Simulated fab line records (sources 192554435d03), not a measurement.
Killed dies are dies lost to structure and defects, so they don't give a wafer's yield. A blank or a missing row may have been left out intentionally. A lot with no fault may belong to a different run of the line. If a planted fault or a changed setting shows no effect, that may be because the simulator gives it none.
The same fault as seen by 2 desks | flow n5_finfet | only its own numbers are on each desk; what lay behind them is given at the end

## AT THE METROLOGY DESK
Means of the sampled wafers that have a number, per lot and without regard to the tool the lot ran on: this is what the gauges read. Any lot whose mean is over 4 standard deviations away from the usual mean is out of limits and marked OUT; that distance is given in the brackets.
Columns: A = M7_THK at N5_BEOL_M7_THK_MEAS_53, usual 79.9 nm
lot  | first seen here | A
L912 | day 9 03:31     | 79.7
L916 | day 10 07:47    | 79.0
L919 | day 10 21:59    | 79.6
L922 | day 11 14:37    | 79.5
L925 | day 12 07:30    | 81.6
L927 | day 12 18:31    | 81.1
L931 | day 13 16:53    | 80.4
L932 | day 13 23:58    | 80.7
L933 | day 14 06:16    | 79.2
L935 | day 15 10:53    | 78.6
This desk's verdict: no lot among the 10 shows anything out of limits.

## DESK OF THE TOOL OWNER: rie_diel-05
The tool's own readings at N5_BEOL_M8_ETCH_62 (etches SOC in N2/H2, target depth 110 nm, overetch 22 nm, time 165 s): means of the sampled wafers that have a number, for each lot that ran on this tool. Any lot whose mean is over 4 standard deviations away from the usual mean is out of limits and marked OUT; that distance is given in the brackets. Of its 8 readings 7 are shown: the one that was out of limits first, and those that lie furthest out on some lot.
Columns: A = chamber_pressure_mTorr at N5_BEOL_M8_ETCH_62, usual 29.998 mTorr; B = oes_product_au at N5_BEOL_M8_ETCH_62, usual 0.68 a.u.; C = rf_fwd_power_W at N5_BEOL_M8_ETCH_62, usual 837.4 W; D = rf_vpp_V at N5_BEOL_M8_ETCH_62, usual 524.1 V; E = showerhead_plenum_p_Torr at N5_BEOL_M8_ETCH_62, usual 2.55 Torr; F = temp_c at N5_BEOL_M8_ETCH_62, usual 40.01 C; G = throttle_valve_pct at N5_BEOL_M8_ETCH_62, usual 17.81 %
lot  | first seen here | A      | B    | C               | D               | E    | F     | G
L919 | day 11 00:31    | 29.999 | 0.72 | 837.3           | 525.8           | 2.58 | 40.06 | 17.55
L922 | day 11 16:39    | 30.010 | 0.72 | 637.4 (-74) OUT | 571.5 (+17) OUT | 2.50 | 39.96 | 17.72
L925 | day 12 11:08    | 30.005 | 0.71 | 631.0 (-76) OUT | 572.8 (+17) OUT | 2.50 | 40.04 | 17.73
L935 | day 15 13:46    | 30.015 | 0.68 | 838.8           | 523.2           | 2.48 | 40.11 | 17.77
This desk's verdict: out of limits on L922, L925, starting with L922 at day 11 16:39 (rf_fwd_power_W at N5_BEOL_M8_ETCH_62). L919, L935 stayed within limits.

## ALL TOGETHER
The tool owner's desk had the chance to raise an alarm at day 11 16:39 on L922, L925.
Metrology desk: nothing out of limits seen.
The metrology desk has L922, L925 on record, within its limits.
N5_BEOL_M8_ETCH_62 was run on rie_diel-05 by each of the lots named.

## WHAT HAD BEEN PUT IN BY THE SIMULATOR
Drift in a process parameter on rie_diel-05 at N5_BEOL_M8_ETCH_62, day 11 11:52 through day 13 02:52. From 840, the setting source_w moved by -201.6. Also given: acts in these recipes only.
Lots struck among those shown: L922, L925.
Time in hours from fault onset to the first out-of-limits reading at each desk: the tool owner's desk, 5.
